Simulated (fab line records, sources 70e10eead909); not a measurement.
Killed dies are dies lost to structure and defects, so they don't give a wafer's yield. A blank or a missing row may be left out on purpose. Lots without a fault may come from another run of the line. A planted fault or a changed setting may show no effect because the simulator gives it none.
Which tool did it? | flow nand_harc | 14 lots, 42 wafers sampled, at 3 steps of a route of 1159

WHAT THE GAUGES READ, wafer by wafer
NHARC_A_M0_INSPECT_27. Usual: raw_defect_count 429, standard deviation 110.
lot  | measured     | on                | raw_defect_count | flag
L799 | day 17 21:05 | defect_inspect-01 | 304 432 416      |
L803 | day 17 23:02 | defect_inspect-01 | 465 506 462      |
L801 | day 18 07:16 | defect_inspect-02 | 464 346 418      |
L802 | day 18 07:36 | defect_inspect-02 | 333 381 391      |
L805 | day 19 15:50 | defect_inspect-01 | 472 386 391      |
L804 | day 19 23:21 | defect_inspect-02 | 372 459 368      |
L808 | day 20 00:06 | defect_inspect-02 | 370 444 371      |
L809 | day 20 03:00 | defect_inspect-01 | 324 362 420      |
L814 | day 22 08:30 | defect_inspect-01 | 480 449 540      |
L815 | day 22 08:10 | defect_inspect-01 | 355 325 410      |
L819 | day 23 08:49 | defect_inspect-02 | 299 276 259      |
L820 | day 23 09:22 | defect_inspect-02 | 436 351 390      |
L822 | day 23 12:32 | defect_inspect-02 | 257 288 340      |
L821 | day 23 16:22 | defect_inspect-01 | 406 517 581      |

NHARC_A_M1_OVL_MEAS_10: pitch 240 nm. Usual: overlay_x_nm -0.1 nm, standard deviation 0.82; overlay_y_nm 0.1 nm, standard deviation 0.93.
lot  | measured     | on         | overlay_x_nm (nm) | overlay_y_nm (nm) | flag
L799 | day 17 22:34 | overlay-02 | -0.9 -1.3 -0.9    | -0.2 -0.3 0.3     |
L803 | day 18 00:31 | overlay-02 | -0.5 -1.1 -0.8    | -1.3 -1.5 -1.0    |
L801 | day 18 08:44 | overlay-02 | 0.0 0.3 -0.1      | 0.5 0.7 -0.1      |
L802 | day 18 09:05 | overlay-02 | -0.7 -0.5 -0.4    | 0.4 0.2 -0.6      |
L805 | day 19 17:19 | overlay-02 | -0.5 -0.2 -0.5    | -1.5 -2.1 -1.7    |
L804 | day 20 00:50 | overlay-01 | 1.4 1.2 0.8       | -0.9 -0.9 -0.9    |
L808 | day 20 01:28 | overlay-01 | 1.2 0.7 1.4       | 1.4 1.5 1.6       |
L809 | day 20 04:27 | overlay-02 | -0.3 0.2 -0.5     | 1.1 0.7 0.3       |
L814 | day 22 09:57 | overlay-02 | -0.2 0.1 -0.5     | -2.0 -1.7 -1.6    |
L815 | day 22 09:38 | overlay-01 | 1.0 1.0 0.9       | 0.7 0.1 0.6       |
L819 | day 23 10:17 | overlay-02 | 0.4 -0.2 -0.1     | 1.1 1.3 0.8       |
L820 | day 23 10:51 | overlay-01 | -0.4 -1.4 -0.2    | -0.6 -0.6 -0.7    |
L822 | day 23 13:53 | overlay-01 | -0.4 -1.4 0.0     | 0.1 0.5 -0.3      |
L821 | day 23 17:43 | overlay-01 | -0.5 -0.3 -0.5    | 0.2 0.4 0.3       |

WHICH TOOL RAN EACH LOT (tool, then ch and the chambers of the sampled wafers, then the start)
lot  | NHARC_A_M0_STRIP_18
L799 | rie_diel-01 ch 0,3, day 17 18:56
L803 | rie_diel-05 ch 0,2,3, day 17 20:52
L801 | rie_diel-05 ch 0,2,3, day 18 05:08
L802 | rie_diel-01 ch 0,1,2, day 18 05:32
L805 | rie_diel-05 ch 0,1,2, day 19 13:43
L804 | rie_diel-05 ch 0,1,2, day 19 21:14
L808 | rie_diel-08 ch 0,1,2, day 19 22:04
L809 | rie_diel-05 ch 0,2,3, day 20 00:55
L814 | rie_diel-08 ch 2,3, day 22 05:53
L815 | rie_diel-05 ch 0,1,3, day 22 05:53
L819 | rie_diel-08 ch 0,1,2, day 23 06:43
L820 | rie_diel-05 ch 1,2,3, day 23 07:16
L822 | rie_diel-01 ch 0,2,3, day 23 10:01
L821 | rie_diel-08 ch 0,1,3, day 23 14:16
- NHARC_A_M0_STRIP_18: strips in N2/H2.

WHAT THE TOOLS THEMSELVES READ (means of the sampled wafers that have a number; where no wafer has one, the mark that the record gives instead)
NHARC_A_M0_STRIP_18. Usual: drypump_motor_current_A 5.7 A, standard deviation 0.31; oes_product_au 0.999 a.u., standard deviation 0.01; rf_vpp_V 90.9 V, standard deviation 0.96; showerhead_plenum_p_Torr 2.09 Torr, standard deviation 0.09; throttle_valve_pct 14.171 %, standard deviation 0.0099.
lot  | tool        | drypump_motor_current_A (A) | oes_product_au (a.u.) | rf_vpp_V (V) | showerhead_plenum_p_Torr (Torr) | throttle_valve_pct (%) | flag
L799 | rie_diel-01 | 5.4                         | 1.004                 | 90.5         | 2.10                            | 14.160                 |
L803 | rie_diel-05 | 6.0                         | 1.002                 | 91.3         | 2.10                            | 14.163                 |
L801 | rie_diel-05 | 6.0                         | 1.000                 | 90.3         | 2.10                            | 14.169                 |
L802 | rie_diel-01 | 5.7                         | 0.996                 | 90.8         | 2.12                            | 14.165                 |
L805 | rie_diel-05 | 5.9                         | 0.997                 | 90.8         | 2.02                            | 14.176                 |
L804 | rie_diel-05 | 5.9                         | 1.004                 | 90.7         | 2.02                            | 14.168                 |
L808 | rie_diel-08 | 5.5                         | 0.999                 | 90.1         | 2.07                            | 14.165                 |
L809 | rie_diel-05 | 6.0                         | 0.993                 | 90.8         | 2.10                            | 14.182                 |
L814 | rie_diel-08 | 5.5                         | 0.995                 | 91.2         | 2.03                            | 14.170                 |
L815 | rie_diel-05 | 5.8                         | 0.988                 | 91.1         | 2.07                            | 14.174                 |
L819 | rie_diel-08 | 5.5                         | 1.007                 | 90.8         | 2.06                            | 14.174                 |
L820 | rie_diel-05 | 5.8                         | 1.005                 | 90.5         | 2.01                            | 14.171                 |
L822 | rie_diel-01 | 5.5                         | 0.996                 | 91.2         | 2.12                            | 14.180                 |
L821 | rie_diel-08 | 5.7                         | 0.999                 | 91.0         | 2.13                            | 14.184                 |

THE ANSWER, worked out from the rows above alone
Rule: a lot is off if the mean of its wafers that have a number lies more than 3 standard deviations from the usual mean. A lot without any number at a reading at which 4 lots or more have one is off too. The other lots that the step has rows for count as sound. The gauges are gone through in route order, then the tools' own readings, and for those a lot's mean is taken as printed above. The first step at which some lot is off is used, and at that step the reading that is off furthest; a lot without a number counts as furthest.
No lot is off at any reading shown: from this, nothing can be told.

WHAT THE SIMULATOR HAD PUT IN
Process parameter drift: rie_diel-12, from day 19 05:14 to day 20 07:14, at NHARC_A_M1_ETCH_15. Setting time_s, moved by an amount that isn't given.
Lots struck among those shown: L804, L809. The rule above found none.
